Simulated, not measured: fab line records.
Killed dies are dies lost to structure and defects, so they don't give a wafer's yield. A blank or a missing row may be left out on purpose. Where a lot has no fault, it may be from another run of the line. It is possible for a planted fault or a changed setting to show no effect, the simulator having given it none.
Split-lot experiment + flow n5 finfet + on a route of 1938 steps: 7 lots, 39 wafers read

== ABOUT THE SPLIT ==
At N5_SD_EPI_N_ETCH_35 (etches SOC in N2/H2, overetch 108 nm, time 486 s), the setting source w was moved away from the recipe's 3000 W on 12 of the 39 wafers read, by -11.7% to +17.9%. This setting was run at the recipe's value on the other wafers.

The reading is taken at the split's own step.

== THE READING ==
rf vpp V, in V, at N5_SD_EPI_N_ETCH_35 (etches SOC in N2/H2, overetch 108 nm, time 486 s). On this fab line, fault-free wafers typically give 240.5 V with a standard deviation of 1.2 V.

| wafer  | tool, chamber at the split | source w as run, W | against the recipe | rf vpp V, V | against lot-mates on the recipe |
|--------|----------------------------|--------------------|--------------------|-------------|---------------------------------|
| L076.1 | rie diel-05, 0             | 3000               | recipe             | 242.2       | -                               |
| L076.2 | rie diel-05, 2             | 3000               | recipe             | 240.2       | -                               |
| L076.3 | rie diel-05, 1             | 3000               | recipe             | 240.8       | -                               |
| L076.4 | rie diel-05, 3             | 3000               | recipe             | 238.5       | -                               |
| L076.5 | rie diel-05, 1             | 3000               | recipe             | 240.6       | -                               |
| L076.6 | rie diel-05, 2             | 3000               | recipe             | 240.7       | -                               |
| L082.1 | rie diel-06, 3             | 3000               | recipe             | 239.7       | -                               |
| L082.2 | rie diel-06, 0             | 3410               | +13.7%             | 229.9       | -10.2                           |
| L082.3 | rie diel-06, 1             | 3410               | +13.7%             | 232.1       | -8.0                            |
| L082.4 | rie diel-06, 2             | 3410               | +13.7%             | 229.3       | -10.8                           |
| L082.5 | rie diel-06, 3             | 3000               | recipe             | 239.8       | -                               |
| L082.6 | rie diel-06, 0             | 3000               | recipe             | 240.9       | -                               |
| L084.1 | rie diel-05, 1             | 3000               | recipe             | 239.6       | -                               |
| L084.2 | rie diel-05, 0             | 3000               | recipe             | 241.2       | -                               |
| L084.3 | rie diel-05, 3             | 2696               | -10.1%             | 248.7       | +8.1                            |
| L084.4 | rie diel-05, 1             | 3000               | recipe             | 240.9       | -                               |
| L084.5 | rie diel-05, 3             | 2696               | -10.1%             | 248.3       | +7.7                            |
| L084.6 | rie diel-05, 0             | 2696               | -10.1%             | 249.8       | +9.2                            |
| L086.1 | rie diel-06, 2             | 3000               | recipe             | 239.9       | -                               |
| L086.2 | rie diel-06, 3             | 3000               | recipe             | 239.7       | -                               |
| L086.3 | rie diel-06, 1             | 3000               | recipe             | 241.9       | -                               |
| L086.4 | rie diel-06, 0             | 3000               | recipe             | 238.7       | -                               |
| L086.5 | rie diel-06, 2             | 3000               | recipe             | 239.7       | -                               |
| L086.6 | rie diel-06, 1             | 3000               | recipe             | 242.5       | -                               |
| L092.1 | rie diel-01, 1             | 3000               | recipe             | 239.7       | -                               |
| L092.2 | rie diel-01, 2             | 3000               | recipe             | 241.5       | -                               |
| L092.3 | rie diel-01, 3             | 3000               | recipe             | 242.8       | -                               |
| L092.4 | rie diel-01, 2             | 3536               | +17.9%             | 227.1       | -14.2                           |
| L092.5 | rie diel-01, 3             | 3536               | +17.9%             | 228.5       | -12.8                           |
| L092.6 | rie diel-01, 1             | 3536               | +17.9%             | 227.1       | -14.2                           |
| L093.1 | rie diel-01, 3             | 3000               | recipe             | 241.5       | -                               |
| L093.3 | rie diel-01, 1             | 3000               | recipe             | 240.7       | -                               |
| L093.4 | rie diel-01, 3             | 3000               | recipe             | 241.6       | -                               |
| L096.1 | rie diel-01, 2             | 2649               | -11.7%             | 251.4       | +10.0                           |
| L096.2 | rie diel-01, 3             | 3000               | recipe             | 241.5       | -                               |
| L096.3 | rie diel-01, 1             | 2649               | -11.7%             | 250.7       | +9.3                            |
| L096.4 | rie diel-01, 0             | 3000               | recipe             | 243.4       | -                               |
| L096.5 | rie diel-01, 3             | 2649               | -11.7%             | 251.9       | +10.5                           |
| L096.6 | rie diel-01, 2             | 3000               | recipe             | 239.2       | -                               |

THE FIT
A straight line over all 39 wafers: rf vpp V changes by -0.785 V for each +1% of source w; r = -0.98; the points scatter about the line by 1.2 V.
The same after taking each lot's own level away (the mean of its wafers on the recipe; 39 wafers): -0.78 V for each +1%; r = -0.98; scatter 1.1 V.
The reading moves by 14 V for the largest change in source w, on that fit.
The span of the lots' own levels, 240.13 to 241.37 V, comes to 1.0 times the standard deviation stated above.
Consequently the slope shifts little with the lot-to-lot level, the two slopes agreeing.
Check: for one of the wafers moved furthest among these (+17.9%), held out of the fit, the line's prediction against its lot-mates is -13.7 V. It came out at -14.2 V against them.
Tool readings at the split's step, against how far the setting was moved: rf vpp V r = -0.98.

== OTHER SPLITS APPLIED TO THESE WAFERS ==
Before the reading, these wafers also passed through other splits. Each is held against what the fit with the lots' levels taken away leaves over:
| other split on the same wafers       | wafers away from the commonest value | r with rf vpp V (lot level and that fit taken away) |
|--------------------------------------|--------------------------------------|-----------------------------------------------------|
| N5_DUMMY_GATE_EXPOSE_12 dose mj      | 18                                   | +0.17                                               |
| N5_DUMMY_GATE_ETCH_37 source w       | 15                                   | +0.13                                               |
| N5_DUMMY_GATE_ETCH_31 target depth a | 15                                   | +0.07                                               |
| N5_DUMMY_GATE_ETCH_32 time s         | 15                                   | +0.06                                               |

== THE FILE'S OWN FIT ==
rf vpp V changes by -0.778 V for each +1% of source w, r = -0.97.
